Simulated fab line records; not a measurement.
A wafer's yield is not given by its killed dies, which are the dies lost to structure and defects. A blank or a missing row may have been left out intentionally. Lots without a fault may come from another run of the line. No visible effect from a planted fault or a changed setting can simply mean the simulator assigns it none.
Lot-split experiment / flow n5 finfet / 7 lots, 21 wafers read, on a route of 1938 steps

## SPLIT DETAILS
At N5_BEOL_M12_ILD_DEP_00 (deposits SiOC from DEMS/O2, target thk 658.92 nm, time 130.7 s), the setting time s was moved away from the recipe's 130.7 s on 6 of the 21 wafers read, by -13.8% to +11.9%. This setting was run at the recipe's value on the other wafers.

No step appears in the file between the split and the reading.

## THE READING
M12_ILD_THK, in nm, at N5_BEOL_M12_THK_MEAS_01. Typical for fault-free wafers on this fab line: 658 nm, with standard deviation 7.8 nm.

wafer=L074.3; tool, chamber at the split=pecvd-01, 1; time s as run, s=130.7; against the recipe=recipe; M12_ILD_THK, nm=651; against lot-mates on the recipe=-
wafer=L074.5; tool, chamber at the split=pecvd-01, 2; time s as run, s=146.2; against the recipe=+11.9%; M12_ILD_THK, nm=743; against lot-mates on the recipe=+92
wafer=L074.6; tool, chamber at the split=pecvd-01, 0; time s as run, s=146.2; against the recipe=+11.9%; M12_ILD_THK, nm=742; against lot-mates on the recipe=+91
wafer=L076.1; tool, chamber at the split=pecvd-04, 0; time s as run, s=130.7; against the recipe=recipe; M12_ILD_THK, nm=644; against lot-mates on the recipe=-
wafer=L076.4; tool, chamber at the split=pecvd-04, 0; time s as run, s=141.9; against the recipe=+8.6%; M12_ILD_THK, nm=713; against lot-mates on the recipe=+62
wafer=L076.6; tool, chamber at the split=pecvd-04, 1; time s as run, s=130.7; against the recipe=recipe; M12_ILD_THK, nm=658; against lot-mates on the recipe=-
wafer=L079.1; tool, chamber at the split=pecvd-04, 1; time s as run, s=130.7; against the recipe=recipe; M12_ILD_THK, nm=646; against lot-mates on the recipe=-
wafer=L079.2; tool, chamber at the split=pecvd-04, 2; time s as run, s=130.7; against the recipe=recipe; M12_ILD_THK, nm=641; against lot-mates on the recipe=-
wafer=L079.6; tool, chamber at the split=pecvd-04, 2; time s as run, s=130.7; against the recipe=recipe; M12_ILD_THK, nm=653; against lot-mates on the recipe=-
wafer=L082.4; tool, chamber at the split=pecvd-02, 2; time s as run, s=112.7; against the recipe=-13.8%; M12_ILD_THK, nm=574; against lot-mates on the recipe=-108
wafer=L082.5; tool, chamber at the split=pecvd-02, 1; time s as run, s=130.7; against the recipe=recipe; M12_ILD_THK, nm=682; against lot-mates on the recipe=-
wafer=L082.6; tool, chamber at the split=pecvd-02, 0; time s as run, s=112.7; against the recipe=-13.8%; M12_ILD_THK, nm=578; against lot-mates on the recipe=-104
wafer=L085.4; tool, chamber at the split=pecvd-04, 0; time s as run, s=137.9; against the recipe=+5.5%; M12_ILD_THK, nm=695; against lot-mates on the recipe=+38
wafer=L085.5; tool, chamber at the split=pecvd-04, 1; time s as run, s=130.7; against the recipe=recipe; M12_ILD_THK, nm=662; against lot-mates on the recipe=-
wafer=L085.6; tool, chamber at the split=pecvd-04, 2; time s as run, s=130.7; against the recipe=recipe; M12_ILD_THK, nm=652; against lot-mates on the recipe=-
wafer=L087.1; tool, chamber at the split=pecvd-04, 0; time s as run, s=130.7; against the recipe=recipe; M12_ILD_THK, nm=659; against lot-mates on the recipe=-
wafer=L087.2; tool, chamber at the split=pecvd-04, 1; time s as run, s=130.7; against the recipe=recipe; M12_ILD_THK, nm=654; against lot-mates on the recipe=-
wafer=L087.4; tool, chamber at the split=pecvd-04, 1; time s as run, s=130.7; against the recipe=recipe; M12_ILD_THK, nm=668; against lot-mates on the recipe=-
wafer=L090.2; tool, chamber at the split=pecvd-01, 0; time s as run, s=130.7; against the recipe=recipe; M12_ILD_THK, nm=667; against lot-mates on the recipe=-
wafer=L090.5; tool, chamber at the split=pecvd-01, 1; time s as run, s=130.7; against the recipe=recipe; M12_ILD_THK, nm=672; against lot-mates on the recipe=-
wafer=L090.6; tool, chamber at the split=pecvd-01, 2; time s as run, s=130.7; against the recipe=recipe; M12_ILD_THK, nm=674; against lot-mates on the recipe=-

FIT RESULTS
A straight line over all 21 wafers: M12_ILD_THK changes by +6.43 nm for each +1% of time s; r = +0.97; the points scatter about the line by 11 nm.
The same after taking each lot's own level away (the mean of its wafers on the recipe; 21 wafers): +7.63 nm for each +1%; r = +1.00; scatter 4.5 nm.
The reading moves by 1.1e+02 nm for the largest change in time s, on that fit.
The lots' own levels span 646.7 to 682.0 nm, that is 4.5 times the standard deviation above.
So the slope is not independent of the lot-to-lot level: the two fits are not the same.
Check: for one of the wafers moved furthest among these (-13.8%), held out of the fit, the line's prediction against its lot-mates is -104 nm. Against them it came out at -108 nm.

## FURTHER SPLITS ON THESE WAFERS
Other splits were also applied to these wafers ahead of the reading. Each is held against what the fit with the lots' levels taken away leaves over:
other split on the same wafers=N5_BEOL_M10_PEB_26 peb time s; wafers away from the commonest value=5; r with M12_ILD_THK (lot level and that fit taken away)=-0.24
other split on the same wafers=N5_BEOL_M11_HM_DEP_02 target thk a; wafers away from the commonest value=6; r with M12_ILD_THK (lot level and that fit taken away)=-0.08

## THE WHOLE CHAIN: every reading that the file lists as answering this split, in the file's order
step=N5_BEOL_M12_ILD_DEP_00; what it does=deposits SiOC from DEMS/O2, target thk 658.92 nm, time 130.7 s; reading=SiOC_of_BEOL_M12_ILD_DEP_00.thk nm (the simulator's own value, which no gauge read); change (the file's fit)=+7.51 nm for each +1% of the setting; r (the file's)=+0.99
step=N5_BEOL_M12_THK_MEAS_01; what it does=; reading=M12_ILD_THK; change (the file's fit)=+7.56 for each +1% of the setting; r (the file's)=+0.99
step=N5_BEOL_M12_VIA_ETCH_16; what it does=etches SiOC in C4F8/O2/Ar, target depth 724.8 nm; reading=etch.depth nm (the simulator's own value, which no gauge read); change (the file's fit)=+7.51 nm for each +1% of the setting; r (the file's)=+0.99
step=N5_BEOL_M12_VIA_ETCH_16; what it does=etches SiOC in C4F8/O2/Ar, target depth 724.8 nm; reading=coat_of_BEOL_M12_COAT_04.thk nm (the simulator's own value, which no gauge read); change (the file's fit)=-2.12 nm for each +1% of the setting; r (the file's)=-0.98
step=N5_BEOL_M12_STRIP_63; what it does=strips in N2/H2; reading=strip time to endpoint s; change (the file's fit)=withheld for each +1% of the setting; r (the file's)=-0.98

## FILE'S OWN FIT
M12_ILD_THK changes by +7.56 nm for each +1% of time s, r = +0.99.
